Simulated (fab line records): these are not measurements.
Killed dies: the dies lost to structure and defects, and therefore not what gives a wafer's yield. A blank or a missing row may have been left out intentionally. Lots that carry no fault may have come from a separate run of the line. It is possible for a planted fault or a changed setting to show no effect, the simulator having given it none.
Which tool is to blame?    flow n5-finfet    10 lots, 30 wafers sampled, at 4 steps of a route of 1938

## WHAT THE GAUGES SHOWED, per wafer
N5_BEOL_M11_OCD_MEAS_38.
lot   measured      on      trench-depth-nm (nm)
L466  day 11 11:53  ocd-02  147.8 146.4 149.2
L467  day 11 21:51  ocd-01  147.8 150.8 150.4
L469  day 11 21:23  ocd-02  151.3 149.3 149.6
L471  day 12 06:17  ocd-02  150.8 148.3 145.3
L472  day 12 06:35  ocd-01  152.6 153.3 148.4
L482  day 15 02:30  ocd-01  146.3 149.5 150.0
L486  day 15 20:44  ocd-01  149.3 149.6 146.0
L483  day 15 20:54  ocd-02  147.2 146.5 148.6
L487  day 15 23:35  ocd-02  148.9 144.9 149.2
L488  day 17 00:39  ocd-01  149.9 149.5 152.1

## TOOL THAT RAN EACH LOT (tool first, then ch and the chambers of the sampled wafers, then the start)
lot   N5_BEOL_M11_HM_OPEN_17             N5_BEOL_M11_ETCH_41                 N5_BEOL_M11_STRIP_77
L466  rie-metal-02 ch 0,1, day 11 10:04  rie-diel-03 ch 1,2,3, day 11 11:45  rie-diel-03 ch 1,2,3, day 11 11:53 or earlier
L467  rie-metal-02 ch 0,1, day 11 19:22  rie-diel-01 ch 0,2, day 11 21:42    rie-diel-01 ch 0,2, day 11 21:51 or earlier
L469  rie-metal-01 ch 1, day 11 19:37    rie-diel-01 ch 1,3, day 11 21:14    rie-diel-01 ch 1,3, day 11 21:23 or earlier
L471  rie-metal-03 ch 0,1, day 12 04:53  rie-diel-02 ch 1,2,3, day 12 06:08  rie-diel-02 ch 1,2,3, day 12 06:17 or earlier
L472  rie-metal-02 ch 0,1, day 12 05:06  rie-diel-01 ch 0,1, day 12 06:26    rie-diel-01 ch 0,1, day 12 06:35 or earlier
L482  rie-metal-02 ch 0,1, day 15 00:02  rie-diel-01 ch 0,1,2, day 15 02:22  rie-diel-01 ch 0,1,2, day 15 02:30 or earlier
L486  rie-metal-03 ch 0,1, day 15 17:34  rie-diel-03 ch 1,2,3, day 15 20:35  rie-diel-03 ch 1,2,3, day 15 20:44 or earlier
L483  rie-metal-02 ch 0,1, day 15 17:49  rie-diel-01 ch 0,3, day 15 20:46    rie-diel-01 ch 0,3, day 15 20:54 or earlier
L487  rie-metal-02 ch 0,1, day 15 22:21  rie-diel-03 ch 1,3, day 15 23:27    rie-diel-03 ch 1,3, day 15 23:35 or earlier
L488  rie-metal-02 ch 1, day 16 23:16    rie-diel-03 ch 0,2,3, day 17 00:30  rie-diel-03 ch 0,2,3, day 17 00:39 or earlier
- N5_BEOL_M11_HM_OPEN_17: chemistry Cl2/BCl3, target TiN, target depth 20 nm, overetch 6 nm.
- N5_BEOL_M11_ETCH_41: etches SiCN in CH3F/O2, target depth 42.6 nm, time 86 s.
- N5_BEOL_M11_STRIP_77: strips in N2/H2, time 10 s.

## THE ANSWER, worked out from the rows above alone
Rule: what is usual is taken from the lots themselves. Put in order of their means at a reading, lots are off if they are a third of the lots or fewer, leave a main group of 4 or more, and stand apart from it by a gap of 3 or more times the standard deviation of the main group's means; of several such gaps the widest counts. If all means in a main group match to the digits the tables above print for the reading, that group is not used. A lot without any number at a reading at which 4 lots or more have one is off too. All remaining lots with rows at the step are treated as sound.
Across all readings shown, no lot is off: no conclusion can be drawn from this.

## WHAT THE SIMULATOR HAD PUT IN
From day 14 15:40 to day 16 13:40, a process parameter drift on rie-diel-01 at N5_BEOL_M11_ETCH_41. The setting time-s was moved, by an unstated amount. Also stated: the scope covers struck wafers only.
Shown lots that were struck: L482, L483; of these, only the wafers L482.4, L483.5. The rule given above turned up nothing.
